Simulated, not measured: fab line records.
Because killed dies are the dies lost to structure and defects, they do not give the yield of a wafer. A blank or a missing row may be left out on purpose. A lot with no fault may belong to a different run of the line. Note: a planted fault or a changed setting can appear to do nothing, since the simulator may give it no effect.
fab line records	flow nand-harc
[record] lots = 12	wafers = 36	last-day = 33
route steps=1302 shown P_GATE@207 P_CONTACT@219 END@1302
lots that met no fault: taken from a fault-free run of the same line
start-h: the number of hours between the record's first day and the start of the first shown wafer of the lot	wait-h: hours since the lot's step before	" unchanged from the row above	L1.1+2: several wafers, shown together as one row	- no value, or no start was given	* or withheld: withheld	< > ~ a bound
route shown NAME@n: names a module that has steps shown in the file, with the first one's number in the route	usual: mean and standard deviation over wafers with no fault	same: alike in all rows	chamber/n: place in a boat	sites: the reading at each site	_std_site: the values' standard deviation	_edge_site: outer sites' mean less inner sites'	radius-mm: for every site, how far away it sits from the centre of the wafer	mask NAME#n: copy n	behind: the last tool/chamber to shape the wafer	hold: cause of the lot's hold/its duration in hours/its outcome	device: whichever transistor did not switch (one of n, p or np)	end of line: at the end of the route, the tests of the same wafers	step lacking rows: just its recipe	killed: dies that structure and defects cost at the first sort, which is not the same as the wafer's yield	map: per-die view of a wafer (x killed, . not killed, _ where there is no die)
set.NAME: the setting that was run; set.NAME@STEP: the one run at that earlier step	model.NAME: the simulator's own value behind a step, which no gauge read
route steps across a sampled set of lots; one table per step, one row per wafer
services: when a tool's chamber went out of use (start-h, in hours from the record's first day, below 0 if earlier), for how many hours, and the reason
[[steps]]
[step NHARC_P_GATE_RTA_64]
[recipe] temp-c = 1050	time-s = 1
[usual] lamp-power-pct = 32.4/2.6	lamp_zone_1_pct = 32.4/2.6	lamp_zone_2_pct = 32.4/2.6	lamp_zone_7_pct = 32.8/2.7	wafer_temp_C_max = 1055.6/1.2
lot.wafer	tool	chamber	start-h	wait-h	lamp-power-pct	lamp_zone_1_pct	lamp_zone_2_pct	lamp_zone_7_pct	wafer_temp_C_max
L628.1	rtp-anneal-01	0	125.42	-	30.3	30.3	30.3	30.7	1057.0
L628.3	"	0	"	"	30.3	30.3	30.4	30.7	1057.1
L628.5	"	0	"	"	30.3	30.4	30.3	30.7	1054.5
L629.2	rtp-anneal-02	0	129.64	-	35.7	35.7	35.7	36.1	1054.3
L629.4	"	0	"	"	35.7	35.8	35.7	36.1	1054.5
L629.5	"	0	"	"	35.8	35.7	35.7	36.2	1054.4
L630.2	rtp-anneal-02	0	143.73	-	35.7	35.8	35.7	36.2	1054.7
L630.3	"	0	"	"	35.7	35.8	35.8	36.2	1054.4
L630.6	"	0	"	"	35.8	35.8	35.7	36.2	1053.7
L631.1	rtp-anneal-01	0	153.18	-	30.3	30.3	30.3	30.7	1056.4
L631.2	"	0	"	"	30.3	30.3	30.4	30.7	1055.2
L631.3	"	0	"	"	30.4	30.3	30.3	30.7	1054.7
L640.3	rtp-anneal-01	0	259.07	-	30.3	30.4	30.3	30.7	1057.9
L640.5	"	0	"	"	30.3	30.4	30.3	30.7	1057.1
L640.6	"	0	"	"	30.3	30.4	30.4	30.7	1055.9
L642.2	rtp-anneal-01	0	260.38	-	30.3	30.3	30.3	30.7	1054.8
L642.3	"	0	"	"	30.3	30.3	30.3	30.7	1057.5
L642.5	"	0	"	"	30.3	30.3	30.4	30.7	1059.8
L641.1	rtp-anneal-02	0	261.78	-	35.8	35.7	35.7	36.3	1055.8
L641.4	"	0	"	"	35.7	35.8	35.8	36.2	1054.3
L641.5	"	0	"	"	35.8	35.8	35.8	36.3	1055.9
L645.2	rtp-anneal-01	0	298.90	-	30.4	30.4	30.4	30.7	1056.1
L645.5	"	0	"	"	30.4	30.4	30.3	30.8	1056.1
L645.6	"	0	"	"	30.3	30.3	30.4	30.7	1057.9
L646.1	rtp-anneal-01	0	303.92	-	30.4	30.3	30.4	30.8	1057.2
L646.2	"	0	"	"	30.3	30.3	30.3	30.7	1054.9
L646.4	"	0	"	"	30.4	30.3	30.4	30.8	1057.5
L647.2	rtp-anneal-02	0	314.36	-	35.8	35.8	35.8	36.3	1055.5
L647.4	"	0	"	"	35.8	35.8	35.8	36.2	1056.4
L647.5	"	0	"	"	35.8	35.8	35.7	36.2	1055.0
L648.2	rtp-anneal-01	0	322.53	-	30.4	30.3	30.3	30.8	1055.2
L648.3	"	0	"	"	30.3	30.4	30.4	30.6	1057.0
L648.6	"	0	"	"	30.3	30.4	30.4	30.7	1055.5
L650.3	rtp-anneal-01	0	345.04	-	30.3	30.3	30.3	30.7	1058.1
L650.5	"	0	"	"	30.3	30.4	30.3	30.7	1055.1
L650.6	"	0	"	"	30.3	30.3	30.3	30.7	1056.7
[step NHARC_P_CONTACT_CMP_01]
[recipe] target-thk-nm = 200	material = SiO2
[usual] edge-zone-pressure-frac = 1.000/0.0051	motor-current-A = 12.6/1.3	slurry-flow-ml-min = 150.0/0.47
lot.wafer	tool	chamber	start-h	wait-h	edge-zone-pressure-frac	motor-current-A	slurry-flow-ml-min
L628.1	cmp-02	2	127.48	-	1.004	12.2	149.8
L628.3	"	3	"	"	1.011	12.2	149.5
L628.5	"	3	"	"	1.008	11.6	150.2
L629.4	cmp-04	1	131.65	-	0.992	16.4	150.1
L629.2	"	3	"	"	1.001	12.1	149.2
L629.5	"	2	"	"	0.994	12.2	150.2
L630.3	cmp-02	0	145.76	-	0.998	12.4	149.3
L630.2	"	2	"	"	0.996	12.8	150.0
L630.6	"	3	"	"	0.998	12.1	150.5
L631.2	cmp-02	0	155.21	-	0.999	12.0	148.5
L631.3	"	2	"	"	1.003	13.2	150.3
L631.1	"	3	"	"	1.001	12.1	149.9
L640.3	cmp-04	3	261.38	0.5	0.997	12.4	150.1
L640.5	"	1	"	"	0.999	16.0	150.5
L640.6	"	2	"	"	1.006	12.2	150.2
L642.2	cmp-02	0	262.40	-	0.995	12.1	149.6
L642.3	"	1	"	"	0.999	12.0	150.1
L642.5	"	0	"	"	0.999	11.5	149.5
L641.4	cmp-03	3	263.85	-	0.996	13.9	150.0
L641.1	"	0	"	"	1.003	12.8	150.1
L641.5	"	3	"	"	1.002	12.9	150.5
L645.2	cmp-04	2	300.90	-	1.008	11.9	149.9
L645.6	"	2	"	"	1.006	12.2	149.5
L645.5	"	3	"	"	1.005	12.1	150.4
L646.4	cmp-04	2	305.98	-	0.998	12.1	149.7
L646.2	"	3	"	"	1.002	11.6	149.6
L646.1	"	0	"	"	1.002	9.9	150.3
L647.4	cmp-02	0	316.36	-	0.993	11.6	150.5
L647.2	"	1	"	"	1.007	12.3	150.3
L647.5	"	1	"	"	1.002	12.8	150.0
L648.2	cmp-03	3	324.74	-	1.005	12.8	150.5
L648.3	"	0	"	"	0.992	13.5	150.1
L648.6	"	3	"	"	1.002	13.4	150.3
L650.3	cmp-03	0	347.11	-	1.002	13.5	150.9
L650.5	"	0	"	"	1.007	13.0	150.4
L650.6	"	1	"	"	1.006	11.3	150.1
[step NHARC_P_CONTACT_EXPOSE_09]
[recipe] na = 1.35	target-cd-nm = 90	dose-mj = 81.26	mask-id = P_CA
[usual] reticle-temp-C = 22.98/0.1
lot.wafer	tool	chamber	start-h	wait-h	mask	reticle-temp-C
L628.1	arfi-scanner-03	0	128.16	-	P_CA#0	22.96
L628.3	"	0	"	"	P_CA#0	22.80
L628.5	"	0	"	"	P_CA#0	22.95
L629.2	arfi-scanner-02	0	132.34	-	P_CA#0	22.77
L629.4	"	0	"	"	P_CA#0	23.12
L629.5	"	0	"	"	P_CA#0	22.87
L630.2	arfi-scanner-03	0	146.42	-	P_CA#0	22.97
L630.3	"	0	"	"	P_CA#0	23.02
L630.6	"	0	"	"	P_CA#0	23.00
L631.1	arfi-scanner-03	0	155.78	-	P_CA_R1#0	22.86
L631.2	"	0	"	"	P_CA_R1#0	22.93
L631.3	"	0	"	"	P_CA_R1#0	22.90
L640.3	arfi-scanner-03	0	261.90	-	P_CA#0	23.06
L640.5	"	0	"	"	P_CA#0	22.94
L640.6	"	0	"	"	P_CA#0	22.98
L642.2	arfi-scanner-03	0	262.97	-	P_CA#0	23.05
L642.3	"	0	"	"	P_CA#0	22.84
L642.5	"	0	"	"	P_CA#0	22.83
L641.1	arfi-scanner-03	0	264.39	-	P_CA#0	22.96
L641.4	"	0	"	"	P_CA#0	22.91
L641.5	"	0	"	"	P_CA#0	22.94
L645.2	arfi-scanner-01	0	301.59	-	P_CA#0	23.15
L645.5	"	0	"	"	P_CA#0	23.11
L645.6	"	0	"	"	P_CA#0	23.13
L646.1	arfi-scanner-02	0	306.65	-	P_CA#0	23.07
L646.2	"	0	"	"	P_CA#0	23.08
L646.4	"	0	"	"	P_CA#0	23.00
L647.2	arfi-scanner-02	0	316.93	-	P_CA#0	22.99
L647.4	"	0	"	"	P_CA#0	22.85
L647.5	"	0	"	"	P_CA#0	22.81
L648.2	arfi-scanner-03	0	325.44	-	P_CA#0	23.04
L648.3	"	0	"	"	P_CA#0	22.92
L648.6	"	0	"	"	P_CA#0	23.02
L650.3	arfi-scanner-01	0	347.80	-	P_CA#0	23.07
L650.5	"	0	"	"	P_CA#0	23.08
L650.6	"	0	"	"	P_CA#0	22.89
[step NHARC_P_CONTACT_CD_MEAS_12]
[recipe] target-cd-nm = 90	landing-energy-ev = 500
[usual] cd-nm = 89.9/0.65
lot.wafer	tool	chamber	start-h	wait-h	cd-nm
L628.1	cd-sem-03	0	128.30	-	89.8
L628.3	"	0	"	"	89.9
L628.5	"	0	"	"	88.6
L629.2	cd-sem-03	0	132.48	-	89.3
L629.4	"	0	"	"	91.5
L629.5	"	0	"	"	90.2
L630.2	cd-sem-03	0	146.56	-	89.9
L630.3	"	0	"	"	90.2
L630.6	"	0	"	"	90.2
L631.1	cd-sem-02	0	155.92	-	87.9
L631.2	"	0	"	"	88.5
L631.3	"	0	"	"	88.4
L640.3	cd-sem-03	0	262.04	-	91.2
L640.5	"	0	"	"	90.0
L640.6	"	0	"	"	89.7
L642.2	cd-sem-03	0	263.11	-	90.3
L642.3	"	0	"	"	89.5
L642.5	"	0	"	"	88.9
L641.1	cd-sem-02	0	264.53	-	91.2
L641.4	"	0	"	"	90.2
L641.5	"	0	"	"	89.3
L645.2	cd-sem-01	0	301.73	-	89.7
L645.5	"	0	"	"	91.0
L645.6	"	0	"	"	91.4
L646.1	cd-sem-01	0	306.79	-	89.7
L646.2	"	0	"	"	89.7
L646.4	"	0	"	"	90.7
L647.2	cd-sem-03	0	317.07	-	90.2
L647.4	"	0	"	"	89.8
L647.5	"	0	"	"	89.0
L648.2	cd-sem-03	0	325.57	-	89.5
L648.3	"	0	"	"	88.9
L648.6	"	0	"	"	90.0
L650.3	cd-sem-01	0	347.94	-	90.0
L650.5	"	0	"	"	91.0
L650.6	"	0	"	"	90.2
[step NHARC_P_CONTACT_ETCH_18]
[recipe] target-depth-a = 4810	time-s = 240.5	c4f8-flow-sccm = 20	o2-flow-sccm = 10	ar-flow-sccm = withheld	rf-w = 600	bias-w = 1500	chemistry = C4F8/O2/Ar
[usual] oes-product-au = 0.954/0.022	rf-vpp-V = 979/6.2
lot.wafer	tool	chamber	start-h	wait-h	oes-product-au	rf-hours-counter-h	rf-vpp-V
L628.3	rie-diel-12	1	-	-	0.918	1.2	976
L628.1	"	2	"	"	0.929	1.2	972
L628.5	"	2	"	"	0.928	-	971
L629.4	rie-diel-08	3	-	-	0.968	4.7	979
L629.2	"	0	"	"	0.992	5.0	974
L629.5	"	0	"	"	0.985	-	972
L630.2	rie-diel-08	2	-	-	0.950	5.9	988
L630.3	"	0	"	"	0.953	6.1	974
L630.6	"	2	"	"	0.948	-	988
L631.3	rie-diel-08	3	-	-	0.974	6.4	976
L631.2	"	0	"	"	0.992	6.5	974
L631.1	"	1	"	"	0.984	6.5	987
L640.3	rie-diel-08	0	-	-	0.995	3.8	973
L640.5	"	0	"	"	0.990	-	974
L640.6	"	1	"	"	0.978	-	988
L642.3	rie-diel-12	0	-	-	0.951	3.9	973
L642.2	"	2	"	"	0.941	4.9	970
L642.5	"	0	"	"	0.954	-	974
L641.1	rie-diel-08	2	-	-	1.000	3.6	987
L641.4	"	3	"	"	0.963	3.6	975
L641.5	"	2	"	"	0.983	-	987
L645.2	rie-diel-10	1	-	-	0.961	1.7	987
L645.5	"	1	"	"	0.953	-	986
L645.6	"	0	"	"	0.936	-	986
L646.1	rie-diel-10	1	-	-	0.964	2.3	986
L646.2	"	2	"	"	0.933	2.3	979
L646.4	"	1	"	"	0.969	-	986
L647.4	rie-diel-12	3	-	-	0.973	1.0	980
L647.2	"	0	"	"	0.969	1.0	974
L647.5	"	1	"	"	0.954	-	976
L648.2	rie-diel-12	1	-	-	0.913	1.5	976
L648.3	"	0	"	"	0.921	1.3	975
L648.6	"	1	"	"	0.914	-	975
L650.3	rie-diel-08	2	-	-	0.944	7.4	988
L650.5	"	0	"	"	0.936	-	975
L650.6	"	1	"	"	0.925	-	987
[step NHARC_END_SORT_01]
[recipe] temp-c = 25
[usual] killed-at-array = 53/19	killed-at-other = 0.7/1.1	killed-at-periphery = 4.2/2.7	killed-dies = 58/18	killed-open = 3.1/1.9	killed-short = 2.5/1.6
[same] gross-dies = 677
lot.wafer	tool	chamber	start-h	wait-h	killed-at-array	killed-at-other	killed-at-periphery	killed-dies	killed-open	killed-short
L631.1	prober-01	0	596.27	2.5	40	0	4	44	4	3
L631.2	prober-01	0	597.07	2.8	51	0	1	52	3	2
L631.3	prober-01	0	597.87	3.1	49	0	5	54	4	3
L640.3	prober-01	0	700.95	3.1	51	0	7	58	7	1
L640.5	prober-01	0	702.56	3.7	49	0	1	50	0	3
L640.6	prober-01	0	703.36	4.0	45	0	3	48	4	1
L647.2	prober-02	0	771.99	2.8	30	1	7	38	1	1
L647.4	prober-02	0	773.59	3.4	34	2	3	39	3	2
L647.5	prober-02	0	774.38	3.7	31	1	9	41	5	2
// killed by level:class
L631.1 A_SLIT:chamber-film-flake=20 A_CHANNEL_HOLE_D2:chamber-film-flake=6 A_CONTACT:chamber-film-flake=3 P_GATE:geometric-particle:open=2 P_ZERO_WELL:chamber-film-flake=2 A_CHANNEL_HOLE_D1:chamber-film-flake=2 A_STAIRCASE:chamber-film-flake=2 A_BONDPAD:chamber-film-flake=2
L631.2 A_SLIT:chamber-film-flake=25 A_CHANNEL_HOLE_D2:chamber-film-flake=14 A_CONTACT:chamber-film-flake=4 P_M1:geometric-particle:open=1 A_SOURCE_PLATE:geometric-particle:short=1 A_ONON_D2:geometric-particle:open=1 A_ONON_D2:geometric-particle:short=1 A_CHANNEL_FILL_D2:geometric-particle:open=1
L631.3 A_SLIT:chamber-film-flake=25 A_CHANNEL_HOLE_D2:chamber-film-flake=10 A_BONDPAD:chamber-film-flake=5 P_ZERO_WELL:chamber-film-flake=4 P_GATE:geometric-particle:open=1 A_SOURCE_PLATE:geometric-particle:short=1 A_SOURCE_PLATE:geometric-particle:open=1 A_ONON_D1:geometric-particle:short=1
L640.3 A_CHANNEL_HOLE_D2:chamber-film-flake=25 A_CHANNEL_HOLE_D1:chamber-film-flake=10 A_SLIT:chamber-film-flake=6 P_M0:geometric-particle:open=2 P_STI:chamber-film-flake=2 A_M0:geometric-particle:open=2 A_CONTACT:chamber-film-flake=2 A_M0:chamber-film-flake=2
L640.5 A_CHANNEL_HOLE_D2:chamber-film-flake=25 A_CHANNEL_HOLE_D1:chamber-film-flake=12 A_SLIT:chamber-film-flake=3 A_ONON_D1:geometric-particle:short=2 A_CONTACT:chamber-film-flake=2 A_DECK1_JOINT:geometric-particle:short=1 P_STI:chamber-film-flake=1 A_DECK1_JOINT:chamber-film-flake=1
L640.6 A_CHANNEL_HOLE_D2:chamber-film-flake=22 A_CHANNEL_HOLE_D1:chamber-film-flake=8 A_M0:chamber-film-flake=3 A_CHANNEL_FILL_D2:geometric-particle:open=2 P_STI:chamber-film-flake=2 A_STAIRCASE:chamber-film-flake=2 A_SLIT:chamber-film-flake=2 A_WL_FILL:chamber-film-flake=2
L647.2 A_CHANNEL_HOLE_D1:chamber-film-flake=15 P_BONDPAD:chamber-film-flake=5 A_CONTACT:chamber-film-flake=5 A_SLIT:chamber-film-flake=4 A_CHANNEL_FILL_D2:chamber-film-flake=2 P_M2:geometric-particle:short=1 A_STAIRCASE:geometric-particle:open=1 P_STI:chamber-film-flake=1
L647.4 A_CHANNEL_HOLE_D1:chamber-film-flake=15 A_SLIT:chamber-film-flake=5 A_CONTACT:chamber-film-flake=5 A_CHANNEL_FILL_D2:chamber-film-flake=2 A_STAIRCASE:chamber-film-flake=2 P_STI:geometric-particle:open=1 A_DECK1_JOINT:geometric-particle:short=1 A_DECK1_JOINT:geometric-particle:open=1
L647.5 A_CHANNEL_HOLE_D1:chamber-film-flake=10 P_BONDPAD:chamber-film-flake=6 A_CONTACT:chamber-film-flake=5 A_CHANNEL_FILL_D2:chamber-film-flake=4 A_SLIT:chamber-film-flake=3 A_SOURCE_PLATE:geometric-particle:open=1 A_CHANNEL_FILL_D2:geometric-particle:short=1 A_SGD_CUT:geometric-particle:short=1
[[services]]
tool	chamber	start-h	hours	kind
arfi-scanner-03	-	105.30	0.2	repair
rie-diel-12	0	108.99	9.0	repair
cmp-04	-	111.00	4.0	pm
cmp-03	-	114.70	68.4	repair
rie-diel-12	0	127.09	5.6	repair
cmp-02	-	134.50	4.0	pm
cmp-04	-	139.37	0.9	repair
arfi-scanner-02	-	140.00	4.0	pm
cmp-02	-	143.19	2.0	repair
arfi-scanner-02	-	162.64	0.6	repair
rie-diel-12	-	162.65	0.6	repair
rie-diel-08	-	191.12	9.0	pm
arfi-scanner-03	-	196.00	4.0	pm
cmp-03	-	197.19	4.0	pm
cmp-04	-	209.00	4.0	pm
cmp-02	-	232.56	4.0	pm
arfi-scanner-03	-	233.95	0.7	repair
arfi-scanner-03	-	252.53	1.7	repair
cmp-04	-	255.31	3.2	repair
rie-diel-12	-	268.40	9.0	pm
cmp-04	-	307.00	4.0	pm
rie-diel-08	-	328.04	0.8	repair
cmp-02	-	330.56	4.0	pm
cmp-02	-	344.11	1.3	repair
[[key]]
[first-sign] step = NHARC_P_CONTACT_EXPOSE_09	reading = mask	direction = changed
[effect] step = NHARC_P_CONTACT_CD_MEAS_12	reading = cd-nm	direction = down	sigmas = 2.5	usual = 89.9	struck = 88.3
met-at NHARC_P_CONTACT_EXPOSE_09
struck-lots L631
tester-left-out L631
not-acting-at NHARC_P_GATE_RTA_64,NHARC_P_CONTACT_CMP_01,NHARC_P_CONTACT_ETCH_18
onset-between 146.42 155.78
[fault] kind = wrong-mask	tool = any	chamber = -	onset-h = 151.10	steps = NHARC_P_CONTACT_EXPOSE_09	aux-copy = P_CA_R1#0	cd-offset-nm = -1.5731	scope = struck-lots-only
// tester-left-out: of these lots the tester's yield and bins aren't shown, on N5 and GAA mostly nor the transistor test; their killed dies are dies lost to structure and defects alone, not to doping, threshold or leakage, so they don't give the yield
